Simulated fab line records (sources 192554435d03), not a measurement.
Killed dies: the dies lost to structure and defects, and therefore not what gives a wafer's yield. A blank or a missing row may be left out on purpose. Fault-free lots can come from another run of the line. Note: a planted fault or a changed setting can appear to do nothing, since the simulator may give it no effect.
Chamber matching / flow n5 finfet / N5_GATE_CUT_DESCUM_18 on rie diel-06 has 4 sister chambers
The step chemistry O2, time 7 s. 14 wafers are shown with their chamber, then 7 later ones without.

== WAFERS WITH THEIR CHAMBER ==
wafer=L079.3; chamber=0; throttle valve pct (%)=20.58; oes product au (a.u.)=0.69; showerhead plenum p Torr (Torr)=2.08
wafer=L079.4; chamber=2; throttle valve pct (%)=20.60; oes product au (a.u.)=0.74; showerhead plenum p Torr (Torr)=2.17
wafer=L079.6; chamber=3; throttle valve pct (%)=20.13; oes product au (a.u.)=0.93; showerhead plenum p Torr (Torr)=2.14
wafer=L080.1; chamber=1; throttle valve pct (%)=20.39; oes product au (a.u.)=0.67; showerhead plenum p Torr (Torr)=2.08
wafer=L080.4; chamber=2; throttle valve pct (%)=20.61; oes product au (a.u.)=0.73; showerhead plenum p Torr (Torr)=2.17
wafer=L080.5; chamber=2; throttle valve pct (%)=20.57; oes product au (a.u.)=0.73; showerhead plenum p Torr (Torr)=2.17
wafer=L083.2; chamber=0; throttle valve pct (%)=20.59; oes product au (a.u.)=0.69; showerhead plenum p Torr (Torr)=2.08
wafer=L083.3; chamber=1; throttle valve pct (%)=20.40; oes product au (a.u.)=0.68; showerhead plenum p Torr (Torr)=2.08
wafer=L083.5; chamber=2; throttle valve pct (%)=20.60; oes product au (a.u.)=0.73; showerhead plenum p Torr (Torr)=2.16
wafer=L084.1; chamber=3; throttle valve pct (%)=20.13; oes product au (a.u.)=0.91; showerhead plenum p Torr (Torr)=2.13
wafer=L084.3; chamber=2; throttle valve pct (%)=20.61; oes product au (a.u.)=0.72; showerhead plenum p Torr (Torr)=2.16
wafer=L084.6; chamber=1; throttle valve pct (%)=20.38; oes product au (a.u.)=0.67; showerhead plenum p Torr (Torr)=2.08
wafer=L087.2; chamber=3; throttle valve pct (%)=20.15; oes product au (a.u.)=0.91; showerhead plenum p Torr (Torr)=2.13
wafer=L087.5; chamber=3; throttle valve pct (%)=20.14; oes product au (a.u.)=0.91; showerhead plenum p Torr (Torr)=2.13

SIGNATURES (averages over the wafers above)
reading=throttle valve pct; chamber 0=20.5850; chamber 1=20.3900; chamber 2=20.5980; chamber 3=20.1375; scatter within a chamber=0.0127
reading=oes product au; chamber 0=0.6900; chamber 1=0.6733; chamber 2=0.7300; chamber 3=0.9150; scatter within a chamber=0.00753
reading=showerhead plenum p Torr; chamber 0=2.0800; chamber 1=2.0800; chamber 2=2.1660; chamber 3=2.1325; scatter within a chamber=0.00442
Rule: for each reading, subtract the chamber's mean from the wafer's reading, divide by that reading's scatter and square the result; add these up over the readings and take the root, which gives the wafer's distance from the chamber. The wafer belongs to the nearest chamber; if the next one is less than 2 further off, it can't be placed. How the scatter is found: for the shown wafers, subtract from each reading the mean of its chamber, square and add these, divide the total by (wafers less chambers), then take the root.

== WAFERS WHOSE CHAMBER IS MISSING ==
wafer=L087.6; throttle valve pct (%)=20.39; oes product au (a.u.)=0.67; showerhead plenum p Torr (Torr)=2.07
wafer=L088.3; throttle valve pct (%)=20.60; oes product au (a.u.)=0.69; showerhead plenum p Torr (Torr)=2.07
wafer=L088.4; throttle valve pct (%)=20.60; oes product au (a.u.)=0.72; showerhead plenum p Torr (Torr)=2.16
wafer=L088.6; throttle valve pct (%)=20.60; oes product au (a.u.)=0.69; showerhead plenum p Torr (Torr)=2.07
wafer=L095.1; throttle valve pct (%)=20.64; oes product au (a.u.)=0.71; showerhead plenum p Torr (Torr)=2.16
wafer=L095.3; throttle valve pct (%)=20.17; oes product au (a.u.)=0.87; showerhead plenum p Torr (Torr)=2.12
wafer=L095.5; throttle valve pct (%)=20.36; oes product au (a.u.)=0.97; showerhead plenum p Torr (Torr)=2.07

== THE CHAMBER EACH PASSED THROUGH ==
wafer=L087.6; from the rows above=1; in truth=1
wafer=L088.3; from the rows above=0; in truth=0
wafer=L088.4; from the rows above=2; in truth=2
wafer=L088.6; from the rows above=0; in truth=0
wafer=L095.1; from the rows above=2; in truth=2
wafer=L095.3; from the rows above=3; in truth=3
wafer=L095.5; from the rows above=3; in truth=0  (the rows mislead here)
Correctly placed: 6 of 7. Number that these rows cannot place: 0. Placed wrongly: 1.
